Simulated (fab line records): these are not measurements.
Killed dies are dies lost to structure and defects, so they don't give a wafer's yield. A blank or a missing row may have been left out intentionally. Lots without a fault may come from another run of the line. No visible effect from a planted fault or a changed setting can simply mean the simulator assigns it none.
Comparing a struck lot with a sound one / flow n5-finfet / 28 out of 1938 route steps
Sound: these wafers, L767.1, L767.2, L767.3. Struck: wafer L759.2. (L759.5, L759.6 of the same lot were not struck and are left out.) The cause comes at the end.
For every step that has rows: the tool of each side, followed by ch and its chambers, followed by its first start. Under that, the readings that differ: sound wafers / struck wafers / difference of the means / sigmas: that difference in standard deviations of wafers without a fault.
alike: readings whose means differ by less than 2 such deviations, and words and numbers that are the same on both sides. not compared: withheld readings, readings that some wafer has no value for, bounds like >300 that may hide the same value, and numbers for which the record gives no deviation and whose values overlap.
The two part at a step that has a row with sigmas, a row that says differs or no value, or rows on one side only. Numbers that have no deviation but don't overlap get no sigmas and don't part them. A reading that every wafer of one side lacks parts them only if that side has two wafers or more.

first, 8 steps without rows for these wafers: N5_MOL_CONTACT_COAG_ANNEAL_112 (time 1800 s); N5_BEOL_M0_SAQP_PECVD_00 (deposits SiCN from 3MS/NH3, target thk 8 nm, time 14 s); N5_BEOL_M0_SAQP_ILD_DEP_01 (deposits SiOC from DEMS/O2, target thk 45.419 nm, time 8.7 s); N5_BEOL_M0_SAQP_HM_DEP_02 (deposits TiN, target thk 12 nm); N5_BEOL_M0_SAQP_PECVD_03 (deposits SiCN from 3MS/NH3, target thk 12 nm, time 21.1 s); N5_BEOL_M0_SAQP_PECVD_96 (deposits a-Si from SiH4/He, target thk 45 nm, time 45.2 s); N5_BEOL_M0_SAQP_PECVD_97 (deposits SiNx from SiH4/NH3/N2, target thk 23 nm, time 19.9 s); N5_BEOL_M0_SAQP_PECVD_04 (deposits a-Si from SiH4/He, target thk 60 nm, time 60.2 s).
N5_BEOL_M0_SAQP_HM_DEP_111: deposits SiO2 from SiH4/N2O, target thk 12 nm, time 7.2 s.
  sound on pecvd-03 ch 0,1,2, day 11 07:26; struck on pecvd-04 ch 1, day 9 09:10
reading=model.SiO2_of_BEOL_M0_SAQP_HM_DEP_111.thk-nm (nm); sound=12 11.8 12; struck=13.4; difference=+1.5; sigmas=
  alike: heater-power-w, showerhead-plenum-p-Torr
then, 12 steps without rows for these wafers: N5_BEOL_M0_SAQP_COAT_81 (time 60 s, resist thk 100 nm); N5_BEOL_M0_SAQP_COAT_82 (time 60 s, resist thk 30 nm); N5_BEOL_M0_SAQP_COAT_08 (resist thk 90 nm); N5_BEOL_M0_SAQP_EBR_10; N5_BEOL_M0_SAQP_SOFTBAKE_09 (time 60 s); N5_BEOL_M0_SAQP_EXPOSE_11 (exposes mask M0 CORE, target cd 42 nm); N5_BEOL_M0_SAQP_PEB_12 (peb time 60 s); N5_BEOL_M0_SAQP_DEVELOP_13 (develop time 30 s); N5_BEOL_M0_SAQP_DESCUM_19 (chemistry O2, time 7.9 s); N5_BEOL_M0_SAQP_ETCH_83 (etches SiARC in CF4, target depth 39 nm, time 65 s); N5_BEOL_M0_SAQP_ETCH_84 (etches SOC in N2/H2, target depth 100 nm, overetch 20 nm, time 150 s); N5_BEOL_M0_SAQP_STRIP_80 (strips in N2/H2).
N5_BEOL_M0_SAQP_HM_OPEN_112: chemistry CHF3/O2, target SiO2, stops on a-Si, target depth 12 nm, time 13.5 s.
  sound on rie-diel-02 ch 0,1,3, day 11 08:10; struck on rie-diel-04 ch 0, day 9 09:53
reading=model.etch.depth-nm (nm); sound=11.9 11.8 11.97; struck=13.45; difference=+1.56; sigmas=
  alike: drypump-motor-current-A, oes-product-au, rf-vpp-V, showerhead-plenum-p-Torr, throttle-valve-pct
  not compared: rf-hours-counter-h
then, 3 steps without rows for these wafers: N5_BEOL_M0_SAQP_STRIP_113 (strips in CHF3/O2); N5_BEOL_M0_SAQP_MANDREL_ETCH_20 (etches a-Si in HBr/Cl2, stops on SiNx, target depth 60 nm, bt time 10 s, time 30 s); N5_BEOL_M0_SAQP_STRIP_86 (strips in N2/H2).
N5_BEOL_M0_SAQP_STRIP_115: strips in post etch residue remover, time 60 s.
  sound on wet-bench-01 ch 2,4,5, day 11 08:25; struck on wet-bench-01 ch 6, day 9 10:08
reading=model.SiO2_of_BEOL_M0_SAQP_HM_DEP_111.thk-nm (nm); sound=11.8 11.6 11.8; struck=13.4; difference=+1.7; sigmas=
then, 1 step without rows for these wafers: N5_BEOL_M0_SAQP_SRD_93 (time 30 s).
-- the record jumps here: 2 days lie between the struck wafers' starts before and after (it left off in module BEOL_M0_SAQP and takes up again in module BEOL_M4, whose first step shown is number 1111 of the route) --
N5_BEOL_M4_RC_MEAS_101:
  sound on prober-01 ch 0, day 13 19:11; struck on prober-02 ch 0, day 11 15:51
reading=DIBL_N (mV/V); sound=36.2 36.1 35.6; struck=38.9; difference=+2.9; sigmas=+2
reading=SS_P (mV/dec); sound=72.0 72.3 72.7; struck=74.7; difference=+2.4; sigmas=+4
  alike: DIBL_P, IOFF_N, IOFF_P, ION_N, ION_P, SS_N, VT_N, VT_P

## WHERE THEY PART
At N5_BEOL_M4_RC_MEAS_101 and nowhere else, as far as this record goes.

WHY: what had been put in by the simulator
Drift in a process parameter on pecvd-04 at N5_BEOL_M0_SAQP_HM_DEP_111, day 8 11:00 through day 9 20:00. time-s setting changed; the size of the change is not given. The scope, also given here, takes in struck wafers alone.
